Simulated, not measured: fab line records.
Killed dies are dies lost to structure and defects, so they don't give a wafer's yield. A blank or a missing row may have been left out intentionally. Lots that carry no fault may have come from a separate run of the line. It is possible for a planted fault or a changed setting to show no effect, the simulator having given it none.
Chamber matching -- flow n5Finfet -- pecvd-02 running N5_BEOL_M4_DEP_57: 3 sister chambers
The step deposits SiCN from 3MS/NH3, target thk 8 nm, time 14 s. 6 wafers are shown with their chamber, then 12 later ones without.

EACH WAFER AND ITS CHAMBER
wafer,chamber,throttleValvePct (%),showerheadPlenumPTorr (Torr)
L081.5,0,9.0,3.646
L084.4,2,7.9,3.671
L084.6,1,9.6,3.675
L087.1,1,9.5,3.677
L087.2,2,8.0,3.664
L087.3,0,8.8,3.662

WAFERS WITHOUT THEIR CHAMBER
wafer,throttleValvePct (%),showerheadPlenumPTorr (Torr)
L089.4,7.9,3.665
L089.5,8.9,3.647
L089.6,9.2,3.673
L091.1,9.6,3.675
L091.3,7.8,3.662
L091.6,8.0,3.653
L090.1,9.4,3.675
L090.2,8.0,3.660
L090.3,8.8,3.657
L093.1,8.1,3.665
L093.4,8.9,3.656
L093.6,7.9,3.670

CHAMBER TAKEN BY EACH
wafer,from the rows above,in truth
L089.4,2,2
L089.5,0,0
L089.6,can't be placed: 1 or 0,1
L091.1,1,1
L091.3,2,2
L091.6,2,2
L090.1,1,1
L090.2,2,2
L090.3,0,0
L093.1,2,2
L093.4,0,0
L093.6,2,2
Correct placement for 11 of the 12. From these rows, 1 cannot be placed; in 1 the true chamber is one of the candidates. Placed wrongly: 0.
How it was worked out, from the rows above alone: a wafer's distance from a chamber is the root of the sum, over the readings, of the square of ((its reading less the chamber's mean) divided by the reading's scatter). If the next closest chamber is less than 2 further off than the closest, the wafer can't be placed; otherwise it belongs to the closest. The mean given for a chamber averages the wafers shown for that chamber. The scatter is the square root of a quotient: the sum, over the shown wafers, of each reading's squared deviation from its chamber's mean, divided by wafers minus chambers.
